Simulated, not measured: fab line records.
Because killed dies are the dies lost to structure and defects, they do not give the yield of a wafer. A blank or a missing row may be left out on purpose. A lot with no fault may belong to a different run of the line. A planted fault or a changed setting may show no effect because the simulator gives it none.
Matching of chambers    flow nandHarc    NHARC_P_M2_DESCUM_14 on rieDiel-13: 4 sister chambers
The step chemistry O2, time 3 s. 39 wafers are shown with their chamber, then 12 later ones without.

== EACH WAFER AND ITS CHAMBER ==
wafer   chamber  drypumpMotorCurrentA (A)  rfVppV (V)  throttleValvePct (%)
L077.3  2        6.1                       59.3        11.323
L077.4  1        5.9                       56.8        11.294
L077.6  3        6.0                       57.2        11.327
L075.2  2        6.0                       58.0        11.307
L075.4  0        6.8                       58.5        11.321
L075.6  1        5.9                       56.5        11.302
L078.3  3        6.0                       58.6        11.315
L078.4  1        5.9                       56.2        11.312
L078.5  3        6.0                       56.1        11.316
L080.1  3        6.0                       57.5        11.302
L080.2  2        6.1                       58.5        11.302
L080.3  0        6.8                       56.9        11.301
L082.2  0        6.8                       59.8        11.315
L082.3  1        5.9                       57.4        11.302
L082.6  1        5.9                       56.5        11.296
L081.1  1        5.9                       57.6        11.301
L081.4  0        6.8                       58.4        11.326
L081.6  3        6.0                       59.0        11.302
L083.2  0        6.8                       59.3        11.297
L083.4  2        6.1                       58.1        11.317
L083.5  1        5.9                       57.6        11.304
L086.1  2        6.1                       57.8        11.302
L086.2  0        6.8                       58.7        11.321
L086.4  3        6.1                       58.9        11.311
L087.1  3        6.1                       58.0        11.313
L087.4  1        5.9                       58.1        11.307
L087.5  2        6.1                       59.0        11.326
L085.1  3        6.0                       59.3        11.306
L085.3  2        6.0                       58.7        11.302
L085.6  3        6.0                       58.4        11.303
L089.1  0        6.8                       59.9        11.315
L089.4  1        5.9                       58.8        11.316
L089.5  3        6.0                       58.6        11.301
L088.3  0        6.8                       57.5        11.313
L088.4  3        6.1                       57.6        11.315
L088.5  2        6.0                       58.1        11.312
L092.2  3        6.0                       57.6        11.319
L092.3  0        6.7                       59.1        11.318
L092.6  0        6.7                       58.5        11.295

SIGNATURES (averages over the wafers above)
reading               chamber 0  chamber 1  chamber 2  chamber 3  scatter within a chamber
drypumpMotorCurrentA  6.780      5.900      6.062      6.025      0.0404
rfVppV                58.660     57.278     58.438     58.067     0.844
throttleValvePct      11.31220   11.30378   11.31137   11.31083   0.00901
Rule: a wafer lies at a distance from a chamber equal to the root of the sum of squares, over the readings, of (its reading less the chamber's mean, divided by the reading's scatter). The wafer belongs to the nearest chamber; if the next one is less than 2 further off, it can't be placed. The scatter: the root of (the sum of the squares of (reading less its chamber's mean) over the shown wafers, divided by (wafers less chambers)).

== WAFERS WHOSE CHAMBER IS MISSING ==
wafer   drypumpMotorCurrentA (A)  rfVppV (V)  throttleValvePct (%)
L091.2  6.1                       58.4        11.314
L091.4  6.8                       58.8        11.300
L091.6  6.7                       58.2        11.316
L093.2  6.8                       59.0        11.305
L093.3  6.1                       59.5        11.312
L093.4  5.8                       57.2        11.304
L095.2  6.0                       57.6        11.328
L095.5  5.9                       58.1        11.318
L095.6  6.0                       57.4        11.318
L097.3  6.0                       56.8        11.307
L097.4  6.8                       60.2        11.310
L097.6  6.1                       56.8        11.301

== WHICH CHAMBER EACH ONE RAN IN ==
wafer   from the rows above           in truth
L091.2  can't be placed: 2 or 3       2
L091.4  0                             0
L091.6  0                             0
L093.2  0                             0
L093.3  can't be placed: 2 or 3       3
L093.4  1                             1
L095.2  can't be placed: 3 or 2 or 1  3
L095.5  can't be placed: 1 or 3       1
L095.6  can't be placed: 3 or 2 or 1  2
L097.3  can't be placed: 3 or 2 or 1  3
L097.4  0                             0
L097.6  can't be placed: 2 or 3       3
Correctly placed: 5 of 12. Not placeable from these rows: 7 (in 7, the candidates include the true chamber). Placed wrongly: 0.
